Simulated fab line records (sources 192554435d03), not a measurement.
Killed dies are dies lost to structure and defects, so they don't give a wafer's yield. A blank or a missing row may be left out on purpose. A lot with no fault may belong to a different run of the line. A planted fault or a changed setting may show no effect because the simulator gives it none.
Chamber matching || flow n5_finfet || 4 sister chambers for N5_BEOL_M4_ALD_98 on ald_sin-01
The step deposits SiO2, target thk 2.5 nm, pulse time 1 s, co reactant pulse time 1 s. 16 wafers are shown with their chamber, then 8 later ones without.

EACH WAFER AND ITS CHAMBER
{"wafer": "L074.1", "chamber": 2, "heater_power_w (W)": 73, "precursor_pulse_height_rel": 0.947, "susceptor_temp_C (C)": 99.99}
{"wafer": "L074.3", "chamber": 1, "heater_power_w (W)": 98, "precursor_pulse_height_rel": 0.976, "susceptor_temp_C (C)": 99.98}
{"wafer": "L074.5", "chamber": 1, "heater_power_w (W)": 97, "precursor_pulse_height_rel": 0.985, "susceptor_temp_C (C)": 100.02}
{"wafer": "L079.2", "chamber": 3, "heater_power_w (W)": 71, "precursor_pulse_height_rel": 0.976, "susceptor_temp_C (C)": 99.99}
{"wafer": "L079.3", "chamber": 0, "heater_power_w (W)": 66, "precursor_pulse_height_rel": 1.015, "susceptor_temp_C (C)": 99.80}
{"wafer": "L079.4", "chamber": 2, "heater_power_w (W)": 71, "precursor_pulse_height_rel": 1.031, "susceptor_temp_C (C)": 100.16}
{"wafer": "L081.1", "chamber": 0, "heater_power_w (W)": 67, "precursor_pulse_height_rel": 0.997, "susceptor_temp_C (C)": 99.92}
{"wafer": "L081.3", "chamber": 1, "heater_power_w (W)": 98, "precursor_pulse_height_rel": 1.032, "susceptor_temp_C (C)": 100.14}
{"wafer": "L081.4", "chamber": 3, "heater_power_w (W)": 70, "precursor_pulse_height_rel": 0.973, "susceptor_temp_C (C)": 100.01}
{"wafer": "L084.2", "chamber": 3, "heater_power_w (W)": 71, "precursor_pulse_height_rel": 0.984, "susceptor_temp_C (C)": 100.11}
{"wafer": "L084.3", "chamber": 1, "heater_power_w (W)": 99, "precursor_pulse_height_rel": 1.013, "susceptor_temp_C (C)": 99.95}
{"wafer": "L084.6", "chamber": 0, "heater_power_w (W)": 67, "precursor_pulse_height_rel": 1.035, "susceptor_temp_C (C)": 100.03}
{"wafer": "L087.3", "chamber": 2, "heater_power_w (W)": 75, "precursor_pulse_height_rel": 0.980, "susceptor_temp_C (C)": 100.01}
{"wafer": "L087.4", "chamber": 3, "heater_power_w (W)": 70, "precursor_pulse_height_rel": 1.002, "susceptor_temp_C (C)": 99.99}
{"wafer": "L087.6", "chamber": 0, "heater_power_w (W)": 65, "precursor_pulse_height_rel": 1.002, "susceptor_temp_C (C)": 100.26}
{"wafer": "L091.1", "chamber": 0, "heater_power_w (W)": 68, "precursor_pulse_height_rel": 1.035, "susceptor_temp_C (C)": 99.97}

SIGNATURES, as means of the wafers listed above
{"reading": "heater_power_w", "chamber 0": 66.60, "chamber 1": 98.00, "chamber 2": 73.00, "chamber 3": 70.50, "scatter within a chamber": 1.16}
{"reading": "precursor_pulse_height_rel", "chamber 0": 1.01680, "chamber 1": 1.00150, "chamber 2": 0.98600, "chamber 3": 0.98375, "scatter within a chamber": 0.0248}
{"reading": "susceptor_temp_C", "chamber 0": 99.9960, "chamber 1": 100.0225, "chamber 2": 100.0533, "chamber 3": 100.0250, "scatter within a chamber": 0.117}
Rule: for a wafer and a chamber, the distance is found by dividing, reading by reading, the gap between the wafer's reading and the chamber's mean by the reading's scatter, squaring, summing and taking the root. If the next closest chamber is less than 2 further off than the closest, the wafer can't be placed; otherwise it belongs to the closest. How the scatter is found: for the shown wafers, subtract from each reading the mean of its chamber, square and add these, divide the total by (wafers less chambers), then take the root.

WAFERS MISSING THEIR CHAMBER
{"wafer": "L091.2", "heater_power_w (W)": 98, "precursor_pulse_height_rel": 1.012, "susceptor_temp_C (C)": 99.77}
{"wafer": "L091.6", "heater_power_w (W)": 70, "precursor_pulse_height_rel": 1.025, "susceptor_temp_C (C)": 100.01}
{"wafer": "L092.3", "heater_power_w (W)": 100, "precursor_pulse_height_rel": 0.983, "susceptor_temp_C (C)": 99.96}
{"wafer": "L092.4", "heater_power_w (W)": 71, "precursor_pulse_height_rel": 0.983, "susceptor_temp_C (C)": 99.99}
{"wafer": "L092.5", "heater_power_w (W)": 72, "precursor_pulse_height_rel": 1.031, "susceptor_temp_C (C)": 100.14}
{"wafer": "L094.2", "heater_power_w (W)": 73, "precursor_pulse_height_rel": 0.993, "susceptor_temp_C (C)": 99.89}
{"wafer": "L094.5", "heater_power_w (W)": 68, "precursor_pulse_height_rel": 1.026, "susceptor_temp_C (C)": 100.03}
{"wafer": "L094.6", "heater_power_w (W)": 99, "precursor_pulse_height_rel": 1.013, "susceptor_temp_C (C)": 99.97}

WHICH CHAMBER EACH ONE RAN IN
{"wafer": "L091.2", "from the rows above": 1, "in truth": 1}
{"wafer": "L091.6", "from the rows above": "can't be placed: 3 or 0 or 2", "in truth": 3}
{"wafer": "L092.3", "from the rows above": 1, "in truth": 1}
{"wafer": "L092.4", "from the rows above": "can't be placed: 3 or 2", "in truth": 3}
{"wafer": "L092.5", "from the rows above": "can't be placed: 2 or 3", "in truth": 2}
{"wafer": "L094.2", "from the rows above": "can't be placed: 2 or 3", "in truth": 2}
{"wafer": "L094.5", "from the rows above": "can't be placed: 0 or 3", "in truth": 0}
{"wafer": "L094.6", "from the rows above": 1, "in truth": 1}
3 of 8 placed correctly. From these rows, 5 cannot be placed; in 5 the true chamber is one of the candidates. Placed wrongly: 0.
